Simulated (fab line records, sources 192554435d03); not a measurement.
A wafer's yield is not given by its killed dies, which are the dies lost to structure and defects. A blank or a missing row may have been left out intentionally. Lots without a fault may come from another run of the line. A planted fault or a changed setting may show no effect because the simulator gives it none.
Chamber matching | flow n5Finfet | aldMetal-03 running N5_HKMG_FIN_ALD_71: 4 sister chambers
The step deposits TiN, target thk 1 nm, pulse time 1 s, purge time 3 s. 4 wafers are shown with their chamber, then 7 later ones without.

WAFERS PAIRED WITH THEIR CHAMBERS
wafer  | chamber | heaterPowerW (W)
L084.2 | 0       | 773
L084.4 | 2       | 957
L089.1 | 3       | 850
L089.2 | 1       | 962

WAFERS WITH NO CHAMBER GIVEN
wafer  | heaterPowerW (W)
L089.4 | 785
L092.2 | 752
L092.3 | 940
L092.5 | 741
L095.1 | 763
L095.3 | 957
L095.4 | 941

WHICH CHAMBER EACH ONE RAN IN
wafer  | from the rows above     | in truth
L089.4 | 0                       | 0
L092.2 | 0                       | 0
L092.3 | can't be placed: 2 or 1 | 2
L092.5 | 0                       | 0
L095.1 | 0                       | 0
L095.3 | can't be placed: 2 or 1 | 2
L095.4 | can't be placed: 2 or 1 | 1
Correctly placed: 4 of 7. Not placeable from these rows: 3 (in 3, the candidates include the true chamber). Wrongly placed: 0.
How it was worked out, from the rows above alone: a wafer's distance from a chamber is the root of the sum, over the readings, of the square of ((its reading less the chamber's mean) divided by the reading's scatter). If the next closest chamber is less than 2 further off than the closest, the wafer can't be placed; otherwise it belongs to the closest. A chamber's mean is the mean of its shown wafers. The scatter: with one shown wafer a chamber, the root of the mean of the squares of how far each hidden wafer lies from its nearest shown one.
